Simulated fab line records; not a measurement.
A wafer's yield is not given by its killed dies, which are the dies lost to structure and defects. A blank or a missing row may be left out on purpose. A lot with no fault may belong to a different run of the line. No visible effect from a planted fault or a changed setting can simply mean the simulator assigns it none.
fab line records	flow nand_harc
[record] lots = 6	wafers = 18	last_day = 33
route steps=1302 shown P_BONDPAD@356
lots with no fault: from the same line, run without faults
start_h: the number of hours between the record's first day and the start of the first shown wafer of the lot	wait_h: time in hours since the lot's previous step	" same as the row above	L1.1+2: several wafers, shown together as one row	- either no value or no given start	* or withheld: withheld	< > ~ a bound
route shown NAME@n: a module of which the file shows steps, and the number in the route of the first	usual: mean/standard deviation of fault-free wafers	same: alike in all rows	chamber/n: place in a boat	sites: the reading at each site	_std_site: how widely they spread, as a standard deviation	_edge_site: mean of outer sites minus mean of inner sites	radius_mm: how far each site lies from the wafer's centre	mask NAME#n: copy n	behind: the tool/chamber that last shaped the wafer	hold: what put the lot on hold/how long, in hours/how the hold closed	device: which transistor (n, p or np) failed to switch	end of line: the tests these same wafers got at the end of their route	where a step has no rows: the recipe by itself	killed: count of dies lost to structure and defects at first sort (not the wafer's yield)	map: the dies of a wafer, with x for killed, . for not killed, _ for no die there
set.NAME: the run value of the setting; set.NAME@STEP: its run value at that earlier step	model.NAME: the simulator's own value behind a step, which no gauge read
a table for each step, a row for each wafer; lots at some steps of the route
services: a tool's chamber out of use, with start hour (start_h, from the record's first day; less than 0 if before it), hours out, and reason
[[steps]]
[step NHARC_P_BONDPAD_HMDS_02]
[recipe] time_s = 30
[step NHARC_P_BONDPAD_COAT_36]
[recipe] temp_c = 200	time_s = 65
[step NHARC_P_BONDPAD_COAT_03]
[recipe] spin_rpm = 2000	resist_thk_nm = 600
[step NHARC_P_BONDPAD_SOFTBAKE_04]
[recipe] temp_c = 125	time_s = 70
[step NHARC_P_BONDPAD_EBR_05]
[step NHARC_P_BONDPAD_EXPOSE_06]
[recipe] na = 0.55	dose_mj = 37.06	mask_id = P_BPAD
[step NHARC_P_BONDPAD_PEB_07]
[recipe] peb_temp_c = 128	peb_time_s = 80
[step NHARC_P_BONDPAD_DEVELOP_08]
[recipe] time_s = 50	dev_temp_c = 22
[step NHARC_P_BONDPAD_CD_MEAS_09]
[recipe] target_cd_nm = 500	landing_energy_ev = 500
[usual] cd_nm = 501.1/1.3
lot.wafer	tool	chamber	start_h	wait_h	cd_nm
L299.4	cd_sem-03	0	175.36	-	501.2
L299.5	"	0	"	"	502.0
L299.6	"	0	"	"	502.5
L300.4	cd_sem-03	0	187.03	-	500.2
L300.5	"	0	"	"	499.6
L300.6	"	0	"	"	501.0
L306.2	cd_sem-03	0	249.46	-	503.3
L306.3	"	0	"	"	502.2
L306.6	"	0	"	"	504.2
L312.1	cd_sem-01	0	304.25	-	500.3
L312.5	"	0	"	"	501.3
L312.6	"	0	"	"	500.7
L314.2	cd_sem-03	0	326.08	-	500.3
L314.5	"	0	"	"	501.3
L314.6	"	0	"	"	500.4
L318.1	cd_sem-01	0	364.17	-	501.0
L318.5	"	0	"	"	500.9
L318.6	"	0	"	"	502.3
[step NHARC_P_BONDPAD_OVL_MEAS_38]
[usual] overlay_x_nm = 1/6.5	overlay_y_nm = 0/5.3
lot.wafer	tool	chamber	start_h	wait_h	overlay_x_nm	overlay_y_nm
L299.4	overlay-01	-	175.44	-	4	-3
L299.5	"	-	"	"	4	-2
L299.6	"	-	"	"	4	-3
L300.4	overlay-01	-	187.12	-	1	-4
L300.5	"	-	"	"	1	-4
L300.6	"	-	"	"	0	-4
L306.2	overlay-01	-	249.55	-	6	4
L306.3	"	-	"	"	6	4
L306.6	"	-	"	"	6	5
L312.1	overlay-01	-	304.34	-	6	2
L312.5	"	-	"	"	6	3
L312.6	"	-	"	"	6	3
L314.2	overlay-01	-	326.16	-	-7	-5
L314.5	"	-	"	"	-7	-5
L314.6	"	-	"	"	-7	-5
L318.1	overlay-02	-	364.26	-	5	-5
L318.5	"	-	"	"	5	-6
L318.6	"	-	"	"	5	-5
[step NHARC_P_BONDPAD_HARDBAKE_10]
[recipe] temp_c = 118	time_s = 65
[step NHARC_P_BONDPAD_DESCUM_11]
[recipe] time_s = 3	o2_flow_sccm = 200	ar_flow_sccm = 0	bias_power_w = 0	chemistry = O2
[usual] drypump_motor_current_A = 5.7/0.48	oes_product_au = 1.001/0.0079	rf_vpp_V = 57.8/0.87	showerhead_plenum_p_Torr = 1.91/0.079	throttle_valve_pct = 11.312/0.0087
lot.wafer	tool	chamber	start_h	wait_h	drypump_motor_current_A	oes_product_au	rf_hours_counter_h	rf_vpp_V	showerhead_plenum_p_Torr	throttle_valve_pct
L299.4	rie_diel-08	3	175.58	-	6.5	0.998	4.1	56.8	1.94	11.318
L299.5	"	1	"	"	5.3	0.999	-	57.5	2.02	11.308
L299.6	"	2	"	"	5.1	0.997	-	57.2	1.80	11.311
L300.4	rie_diel-08	2	187.25	-	5.1	0.997	5.2	57.6	1.80	11.315
L300.6	"	1	"	"	5.3	1.001	-	59.1	2.02	11.309
L300.5	"	2	"	"	5.1	1.000	-	57.4	1.80	11.315
L306.2	rie_diel-08	1	249.69	-	5.3	0.997	1.1	59.4	2.02	11.315
L306.3	"	2	"	"	5.1	1.004	1.2	57.1	1.80	11.320
L306.6	"	3	"	"	6.4	0.999	-	57.6	1.94	11.323
L312.1	rie_diel-08	0	304.46	-	5.5	0.992	2.3	57.9	1.84	11.293
L312.6	"	0	"	"	5.5	0.993	-	58.7	1.84	11.320
L312.5	"	1	"	"	5.3	0.990	-	58.6	2.01	11.309
L314.2	rie_diel-02	1	326.30	-	5.9	1.021	5.5	57.0	1.86	11.314
L314.6	"	3	"	"	6.0	1.004	-	58.1	1.91	11.310
L314.5	"	0	"	"	5.6	1.012	-	58.8	2.00	11.312
L318.1	rie_diel-08	2	364.41	-	5.1	1.001	4.3	57.3	1.80	11.306
L318.6	"	3	"	"	6.4	1.008	-	58.0	1.94	11.313
L318.5	"	0	"	"	5.5	0.991	-	56.5	1.84	11.319
[step NHARC_P_BONDPAD_ETCH_37]
[recipe] target_depth_a = 600	overetch_a = 180	time_s = 65.91	ion_energy_ev = 200	n2_flow_sccm = 150	h2_flow_sccm = 150	ar_flow_sccm = 0	rf_w = 400	bias_w = 150	chemistry = N2/H2
[usual] drypump_motor_current_A = 5.7/0.47	oes_product_au = 0.998/0.0084	rf_vpp_V = 430.4/2.5	run_length_s = 87.4/0.39	showerhead_plenum_p_Torr = 2.04/0.087	throttle_valve_pct = 14.170/0.0091
lot.wafer	tool	chamber	start_h	wait_h	drypump_motor_current_A	oes_product_au	rf_hours_counter_h	rf_vpp_V	run_length_s	showerhead_plenum_p_Torr	throttle_valve_pct
L299.4	rie_diel-08	2	175.66	0.1	5.1	1.010	5.1	427.7	87.4	1.92	14.178
L299.5	"	0	"	"	5.5	1.006	-	427.0	67.7	1.96	14.176
L299.6	"	1	"	"	5.3	1.020	-	434.9	87.8	2.15	14.167
L300.4	rie_diel-08	0	187.33	0.1	5.5	1.003	4.9	427.7	67.5	1.96	14.180
L300.5	"	3	"	"	6.5	0.999	-	431.3	86.9	2.07	14.180
L300.6	"	0	"	"	5.5	1.001	-	426.7	67.6	1.96	14.186
L306.3	rie_diel-08	2	249.77	0.1	5.1	0.998	1.2	425.3	88.0	1.92	14.160
L306.2	"	3	"	"	6.4	0.995	1.1	432.6	87.0	2.07	14.173
L306.6	"	1	"	"	5.4	0.992	-	433.9	88.1	2.15	14.163
L312.1	rie_diel-08	3	304.56	0.1	6.5	0.995	2.4	432.6	87.0	2.07	14.187
L312.6	"	1	"	"	5.3	0.996	-	432.9	87.6	2.15	14.172
L312.5	"	2	"	"	5.1	0.994	-	426.7	87.9	1.92	14.179
L314.2	rie_diel-02	1	326.38	0.1	5.9	1.011	5.6	428.5	87.5	1.98	14.169
L314.6	"	3	"	"	6.0	1.010	-	430.9	87.3	2.03	14.161
L314.5	"	0	"	"	5.7	1.009	-	432.2	87.0	2.14	14.178
L318.1	rie_diel-08	3	364.49	0.1	6.4	1.004	4.1	431.4	87.0	2.07	14.169
L318.5	"	0	"	"	5.5	0.997	-	428.3	87.8	1.96	14.191
L318.6	"	1	"	"	5.3	1.005	-	432.6	87.5	2.15	14.169
[step NHARC_P_BONDPAD_ETCH_12]
[recipe] target_depth_a = 2000	time_s = 100	chf3_flow_sccm = 50	o2_flow_sccm = 10	ar_flow_sccm = 200	rf_w = 500	bias_w = 200	chemistry = CHF3/O2
[usual] drypump_motor_current_A = 5.8/0.46	oes_product_au = 0.937/0.021	rf_vpp_V = 370.3/2.1	run_length_s = 121.5/0.39	showerhead_plenum_p_Torr = 2.40/0.091	throttle_valve_pct = 20.571/0.009
lot.wafer	tool	chamber	start_h	wait_h	drypump_motor_current_A	oes_product_au	rf_hours_counter_h	rf_vpp_V	run_length_s	showerhead_plenum_p_Torr	throttle_valve_pct
L299.4	rie_diel-08	2	-	-	5.0	0.924	5.1	367.1	121.5	2.27	20.579
L299.5	"	3	"	"	6.4	0.932	-	371.0	121.1	2.43	20.577
L299.6	"	0	"	"	5.5	0.930	-	368.9	121.5	2.32	20.567
L300.4	rie_diel-08	2	-	-	5.1	0.921	5.2	368.1	121.9	2.27	20.575
L300.5	"	0	"	"	5.5	0.920	-	368.3	121.6	2.32	20.574
L300.6	"	1	"	"	5.3	0.929	-	372.9	121.7	2.52	20.571
L306.2	rie_diel-08	3	-	-	6.4	0.917	1.1	370.3	121.3	2.43	20.582
L306.3	"	2	"	"	5.1	0.928	1.3	367.2	122.1	2.27	20.590
L306.6	"	0	"	"	5.5	0.927	-	368.0	121.9	2.32	20.563
L312.1	rie_diel-08	2	-	-	5.1	0.931	2.8	367.0	121.5	2.27	20.558
L312.5	"	0	"	"	5.5	0.920	-	368.9	121.6	2.32	20.569
L312.6	"	1	"	"	5.3	0.911	-	371.9	121.9	2.52	20.581
L314.2	rie_diel-02	1	-	-	5.9	0.937	5.6	368.8	121.2	2.34	20.562
L314.5	"	0	"	"	5.6	0.936	-	373.6	121.1	2.51	20.573
L314.6	"	1	"	"	5.9	0.931	-	368.1	121.3	2.34	20.565
L318.1	rie_diel-08	2	-	-	5.1	0.975	4.4	366.8	121.6	2.26	20.569
L318.6	"	3	"	"	6.5	0.952	-	371.1	121.3	2.43	20.577
L318.5	"	0	"	"	5.5	0.956	-	369.5	122.0	2.32	20.574
[[services]]
tool	chamber	start_h	hours	kind
rie_diel-02	-	153.40	0.1	repair
rie_diel-08	0	169.80	-	clean
rie_diel-08	1	169.80	-	clean
rie_diel-08	2	169.80	-	clean
rie_diel-08	3	169.80	-	clean
rie_diel-08	-	190.80	9.0	pm
rie_diel-08	0	190.80	9.0	vent_cycle
rie_diel-08	1	190.80	9.0	vent_cycle
rie_diel-08	2	190.80	9.0	vent_cycle
rie_diel-08	3	190.80	9.0	vent_cycle
rie_diel-08	0	199.80	-	clean
rie_diel-08	1	199.80	-	clean
rie_diel-08	2	199.80	-	clean
rie_diel-08	3	199.80	-	clean
rie_diel-02	-	216.70	9.0	pm
rie_diel-08	3	238.27	1.2	repair
rie_diel-02	2	275.77	14.2	repair
rie_diel-02	0	275.82	2.5	repair
rie_diel-02	1	288.99	1.3	repair
rie_diel-08	1	319.83	2.8	repair
rie_diel-02	-	327.53	0.5	repair
rie_diel-02	0	330.81	4.1	repair
rie_diel-02	2	340.72	6.1	repair
rie_diel-02	2	356.16	4.3	repair
[[key]]
[first_sign] step = NHARC_P_BONDPAD_ETCH_37	reading = run_length_s	direction = down	sigmas = 50	usual = *	struck = *
effect none on later readings
met_at NHARC_P_BONDPAD_ETCH_37
struck_wafers L299.5,L300.4,L300.6
sort_left_out L299.5,L300.4,L300.6
[fault] kind = process_parameter_drift	tool = rie_diel-08	chamber = 0	onset_h = 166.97	steps = NHARC_P_BONDPAD_ETCH_37	channel = time_s	offset = *	shape = step	end_h = 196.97	acts_in = *	stated = *
// sort_left_out: the simulated sort isn't trusted on such a fault, so these wafers' sort isn't shown, and their yield isn't known
